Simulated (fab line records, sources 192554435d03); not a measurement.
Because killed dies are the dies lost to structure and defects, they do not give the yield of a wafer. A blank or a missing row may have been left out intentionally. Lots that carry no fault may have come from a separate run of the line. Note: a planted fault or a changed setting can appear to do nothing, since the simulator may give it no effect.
Problem report, 8D (eight disciplines) form, completed by code / flow n5Finfet / the parts of the form that need people (team, actions taken, sign-off) are left out

## 1. WHAT WENT WRONG
killed_at_M0_to_M3 at N5_PASSIVATION_PROBE_49 reads a mean of 1169 on 6 wafers of 2 lots; wafers without a fault read 33 with a standard deviation of 11. So: +99 or more standard deviations from the usual mean.
First observed at day 15 07:34: wafer L810.1, on prober-01. Wafers with a number at this step in the record: 30, from 10 lots. Rule for "out" (also "out of limits"): further than 4 standard deviations from the usual mean. Any other wafer with a number is counted as sound.

## 2. WHAT IT IS AND WHAT IT IS NOT
question=which readings at this step | is=killed_at_M0_to_M3, defectLimitedYield, killedDies, killedOnRim, sort_bin_5_function, sortNPass, sortYieldPct | is not=killedAtContacts, killedAtOther, sort_bin_4_leakage, sort_bin_6_memory
question=which lots | is=L809, L810 | is not=L801, L802, L806, L807, L818, L819, L821, L822
question=which wafers of those lots | is=all that have a number | is not=-
question=read on which tools | is=prober-01 | is not=prober-02
question=when | is=from day 15 07:34 | is not=up to then (12 sound wafers); but 12 sound wafers of L818, L819, L821, L822 came after

## 3. SUSPECTS, AND WHAT RULES EACH OUT
Counting: any tool at a process step up to the reading is kept as a suspect provided that every lot that is out went through it and no sound lot did after the first of them.
- aldSin-02 at N5_BEOL_M0_SAQP_ALD_48 (deposits SiO2, target thk 20 nm, pulse time 1 s, co reactant pulse time 1 s): ruled out as a lasting fault. The sound lots L818, L819, L821, L822 went through it after L809, its earliest lot that is out (day 7 23:08).
- prober-01 at N5_PASSIVATION_PROBE_49: ruled out as a lasting fault. The sound lots L819 went through it after L810, its earliest lot that is out (day 15 07:34).
Left after counting: nothing in the record.

## 4. THE CAUSE (what the simulator had put in)
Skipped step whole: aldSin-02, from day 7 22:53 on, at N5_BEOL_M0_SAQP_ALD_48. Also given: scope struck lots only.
Counting ruled it out, wrongly: the rule takes a fault to strike every lot that its tool runs from its start on, and this one did not.

## 5. SEQUENCE OF EFFECTS, ordered by route
Rows list readings where the struck wafers' mean (over those with a number) sits beyond 3 standard deviations from the usual. Readings are gone through only where the record gives a usual standard deviation; hours: the median, over the lots, of the time from a lot's start at the first step in this table giving one to that lot's start at this step; sigmas: the change measured in usual standard deviations.
hours=0; step=N5_PASSIVATION_PROBE_49; reading=defectLimitedYield; usual=91.4 %; on struck wafers=0.0; change=-91.4; sigmas=-65
hours=0; step=N5_PASSIVATION_PROBE_49; reading=killed_at_M0_to_M3; usual=33; on struck wafers=1169; change=+1136; sigmas=+99 or more
hours=0; step=N5_PASSIVATION_PROBE_49; reading=killedAtFrontEnd; usual=40; on struck wafers=6; change=-34; sigmas=-3.1
hours=0; step=N5_PASSIVATION_PROBE_49; reading=killedDies; usual=102; on struck wafers=1180; change=+1078; sigmas=+63
hours=0; step=N5_PASSIVATION_PROBE_49; reading=killedOnRim; usual=14; on struck wafers=152; change=+138; sigmas=+33
hours=0; step=N5_PASSIVATION_PROBE_49; reading=killedOpen; usual=68; on struck wafers=12; change=-56; sigmas=-4.3
hours=0; step=N5_PASSIVATION_PROBE_49; reading=killedShort; usual=32; on struck wafers=3; change=-29; sigmas=-3.9
hours=0; step=N5_PASSIVATION_PROBE_49; reading=sort_bin_5_function; usual=5.1 %; on struck wafers=73.4; change=+68.3; sigmas=+70
hours=0; step=N5_PASSIVATION_PROBE_49; reading=sortNPass; usual=1077; on struck wafers=0; change=-1077; sigmas=-51
hours=0; step=N5_PASSIVATION_PROBE_49; reading=sortYieldPct; usual=91.3 %; on struck wafers=0.0; change=-91.3; sigmas=-54
The process steps in it:
- N5_PASSIVATION_PROBE_49
Readings that are blank on the struck wafers while sound wafers have them: chamberPressureTorr at N5_BEOL_M0_SAQP_ALD_48; heaterPowerW at N5_BEOL_M0_SAQP_ALD_48; precursorPulseHeightRel at N5_BEOL_M0_SAQP_ALD_48.

## 6. WHAT WOULD HAVE CAUGHT IT SOONER
The fault began at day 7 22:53; the first out-of-limits reading in this record came at day 15 07:34, 177 hours later.
At N5_BEOL_M0_SAQP_ALD_48 the tool's readings are blank on the struck wafers, where sound wafers have them: an empty tool record is the first sign, and it was there at once.
